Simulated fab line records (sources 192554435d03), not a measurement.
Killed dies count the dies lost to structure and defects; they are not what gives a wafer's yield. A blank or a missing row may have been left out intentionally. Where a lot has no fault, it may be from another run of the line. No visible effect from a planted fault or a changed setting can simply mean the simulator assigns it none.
Split-lot study || flow n5-finfet || 21 wafers read across 7 lots, on a route 1938 steps long

THE SPLIT ITSELF
At N5_BEOL_M6_PECVD_70 (deposits SiO2 from TEOS/O2, target thk 20 nm, time 22.7 s), the setting time-s was moved away from the recipe's 22.7 s on 6 of the 21 wafers read, by -12.2% to +13.4%. The other wafers ran this setting at the recipe's value.

FROM THE SPLIT TO THE READING: what the file shows between them, 12 steps
- N5_BEOL_M6_HM_DEP_02: deposits TiN, target thk 20 nm (also split here: target-thk-a)
- N5_BEOL_M6_COAT_59: time 60 s, resist thk 100 nm
- N5_BEOL_M6_COAT_60: time 60 s, resist thk 35 nm
- N5_BEOL_M6_STRIP_68: strips in N2/H2
- N5_BEOL_M6_STRIP_67: strips in CF4
- N5_BEOL_M6_HM_OPEN_17: chemistry Cl2/BCl3, target TiN, target depth 20 nm, overetch 6 nm
- N5_BEOL_M6_STRIP_19: strips in O2
- N5_BEOL_M6_STRIP_76: strips in C4F6/O2
- N5_BEOL_M6_STRIP_36: strips in N2/H2
- N5_BEOL_M6_TRENCH_ETCH_37: etches SiCOH lowk in C4F6/O2, target depth 94.435 nm, time 31.5 s
- N5_BEOL_M6_ETCH_41: etches SiCN in CH3F/O2, target depth 29.7 nm, time 52 s
- N5_BEOL_M6_STRIP_80: strips in N2/H2, time 10 s

THE READING
SiO2_of_BEOL_M6_PECVD_70.thk-nm (the simulator's own value, which no gauge read), in nm, at N5_BEOL_M6_HM_STRIP_39 (strips TiN in peroxide tin strip, target depth 25 nm, time 158 s). The file gives no usual value for it. The 15 wafers here that ran the recipe average 19.9 nm, standard deviation 0.16 nm.

{"wafer": "L079.1", "tool, chamber at the split": "pecvd-01, 2,0", "time-s as run, s": 22.7, "against the recipe": "recipe", "SiO2_of_BEOL_M6_PECVD_70.thk-nm, nm": 20, "against lot-mates on the recipe": "-"}
{"wafer": "L079.3", "tool, chamber at the split": "pecvd-01, 2,0", "time-s as run, s": 22.7, "against the recipe": "recipe", "SiO2_of_BEOL_M6_PECVD_70.thk-nm, nm": 20, "against lot-mates on the recipe": "-"}
{"wafer": "L079.2", "tool, chamber at the split": "pecvd-01, 1", "time-s as run, s": 22.7, "against the recipe": "recipe", "SiO2_of_BEOL_M6_PECVD_70.thk-nm, nm": 19.8, "against lot-mates on the recipe": "-"}
{"wafer": "L078.3", "tool, chamber at the split": "pecvd-01, 2", "time-s as run, s": 22.7, "against the recipe": "recipe", "SiO2_of_BEOL_M6_PECVD_70.thk-nm, nm": 19.6, "against lot-mates on the recipe": "-"}
{"wafer": "L078.5", "tool, chamber at the split": "pecvd-01, 1", "time-s as run, s": 22.7, "against the recipe": "recipe", "SiO2_of_BEOL_M6_PECVD_70.thk-nm, nm": 20, "against lot-mates on the recipe": "-"}
{"wafer": "L078.6", "tool, chamber at the split": "pecvd-01, 2", "time-s as run, s": 22.7, "against the recipe": "recipe", "SiO2_of_BEOL_M6_PECVD_70.thk-nm, nm": 19.8, "against lot-mates on the recipe": "-"}
{"wafer": "L084.2", "tool, chamber at the split": "pecvd-04, 0", "time-s as run, s": 22.7, "against the recipe": "recipe", "SiO2_of_BEOL_M6_PECVD_70.thk-nm, nm": 19.8, "against lot-mates on the recipe": "-"}
{"wafer": "L084.3", "tool, chamber at the split": "pecvd-04, 1", "time-s as run, s": 24.38, "against the recipe": "+7.4%", "SiO2_of_BEOL_M6_PECVD_70.thk-nm, nm": 21.4, "against lot-mates on the recipe": "+1.6"}
{"wafer": "L084.4", "tool, chamber at the split": "pecvd-04, 0", "time-s as run, s": 24.38, "against the recipe": "+7.4%", "SiO2_of_BEOL_M6_PECVD_70.thk-nm, nm": 21.8, "against lot-mates on the recipe": "+2.0"}
{"wafer": "L086.1", "tool, chamber at the split": "pecvd-01, 1", "time-s as run, s": 22.7, "against the recipe": "recipe", "SiO2_of_BEOL_M6_PECVD_70.thk-nm, nm": 19.8, "against lot-mates on the recipe": "-"}
{"wafer": "L086.5", "tool, chamber at the split": "pecvd-01, 2", "time-s as run, s": 22.7, "against the recipe": "recipe", "SiO2_of_BEOL_M6_PECVD_70.thk-nm, nm": 20.2, "against lot-mates on the recipe": "-"}
{"wafer": "L086.6", "tool, chamber at the split": "pecvd-01, 0", "time-s as run, s": 22.7, "against the recipe": "recipe", "SiO2_of_BEOL_M6_PECVD_70.thk-nm, nm": 20, "against lot-mates on the recipe": "-"}
{"wafer": "L089.2", "tool, chamber at the split": "pecvd-01, 1", "time-s as run, s": 22.7, "against the recipe": "recipe", "SiO2_of_BEOL_M6_PECVD_70.thk-nm, nm": 20, "against lot-mates on the recipe": "-"}
{"wafer": "L089.5", "tool, chamber at the split": "pecvd-01, 1", "time-s as run, s": 22.7, "against the recipe": "recipe", "SiO2_of_BEOL_M6_PECVD_70.thk-nm, nm": 20, "against lot-mates on the recipe": "-"}
{"wafer": "L089.6", "tool, chamber at the split": "pecvd-01, 2", "time-s as run, s": 22.7, "against the recipe": "recipe", "SiO2_of_BEOL_M6_PECVD_70.thk-nm, nm": 20.2, "against lot-mates on the recipe": "-"}
{"wafer": "L092.2", "tool, chamber at the split": "pecvd-02, 1", "time-s as run, s": 25.75, "against the recipe": "+13.4%", "SiO2_of_BEOL_M6_PECVD_70.thk-nm, nm": 22.2, "against lot-mates on the recipe": "+2.4"}
{"wafer": "L092.3", "tool, chamber at the split": "pecvd-02, 0", "time-s as run, s": 22.7, "against the recipe": "recipe", "SiO2_of_BEOL_M6_PECVD_70.thk-nm, nm": 19.8, "against lot-mates on the recipe": "-"}
{"wafer": "L092.6", "tool, chamber at the split": "pecvd-02, 1", "time-s as run, s": 25.75, "against the recipe": "+13.4%", "SiO2_of_BEOL_M6_PECVD_70.thk-nm, nm": 22.8, "against lot-mates on the recipe": "+3.0"}
{"wafer": "L094.2", "tool, chamber at the split": "pecvd-01, 2", "time-s as run, s": 19.94, "against the recipe": "-12.2%", "SiO2_of_BEOL_M6_PECVD_70.thk-nm, nm": 17.6, "against lot-mates on the recipe": -2.4}
{"wafer": "L094.5", "tool, chamber at the split": "pecvd-01, 2", "time-s as run, s": 19.94, "against the recipe": "-12.2%", "SiO2_of_BEOL_M6_PECVD_70.thk-nm, nm": 17.8, "against lot-mates on the recipe": -2.2}
{"wafer": "L094.6", "tool, chamber at the split": "pecvd-01, 1", "time-s as run, s": 22.7, "against the recipe": "recipe", "SiO2_of_BEOL_M6_PECVD_70.thk-nm, nm": 20, "against lot-mates on the recipe": "-"}
Where a row lists several chambers, the file gives one row for several wafers and doesn't say which wafer went through which chamber.

FIT RESULTS
A straight line over all 21 wafers: SiO2_of_BEOL_M6_PECVD_70.thk-nm changes by +0.192 nm for each +1% of time-s; r = +0.99; the points scatter about the line by 0.2 nm.
The same after taking each lot's own level away (the mean of its wafers on the recipe; 21 wafers): +0.201 nm for each +1%; r = +0.99; scatter 0.19 nm.
The reading moves by 2.7 nm for the largest change in time-s, on that fit.
Across the lots, their own levels run from 19.80 to 20.07 nm, a range of 1.7 times the standard deviation given above.
So the lot-to-lot level changes the slope little: the two slopes agree.
Check: with one of the wafers moved furthest among these (+13.4%) left out of the fit, the line predicts +2.87 nm for it against its lot-mates. It came out at +2.4 nm against them.

FURTHER SPLITS ON THESE WAFERS
These wafers also went through other splits before the reading. Each is held against what the fit with the lots' levels taken away leaves over:
{"other split on the same wafers": "N5_BEOL_M5_TRENCH_ETCH_37 source-w", "wafers away from the commonest value": 6, "r with SiO2_of_BEOL_M6_PECVD_70.thk-nm (lot level and that fit taken away)": -0.21}
{"other split on the same wafers": "N5_BEOL_M6_HM_DEP_02 target-thk-a", "wafers away from the commonest value": 4, "r with SiO2_of_BEOL_M6_PECVD_70.thk-nm (lot level and that fit taken away)": -0.03}

THE WHOLE CHAIN: every reading that the file lists as answering this split, in the file's order
{"step": "N5_BEOL_M6_PECVD_70", "what it does": "deposits SiO2 from TEOS/O2, target thk 20 nm, time 22.7 s", "reading": "SiO2_of_BEOL_M6_PECVD_70.thk-nm (the simulator's own value, which no gauge read)", "change (the file's fit)": "+0.208 nm for each +1% of the setting", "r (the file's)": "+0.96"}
{"step": "N5_BEOL_M6_HM_STRIP_39", "what it does": "strips TiN in peroxide tin strip, target depth 25 nm, time 158 s", "reading": "SiO2_of_BEOL_M6_PECVD_70.thk-nm (the simulator's own value, which no gauge read)", "change (the file's fit)": "+0.202 nm for each +1% of the setting", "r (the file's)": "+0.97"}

FILE'S OWN FIT
SiO2_of_BEOL_M6_PECVD_70.thk-nm changes by +0.202 nm for each +1% of time-s, r = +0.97.
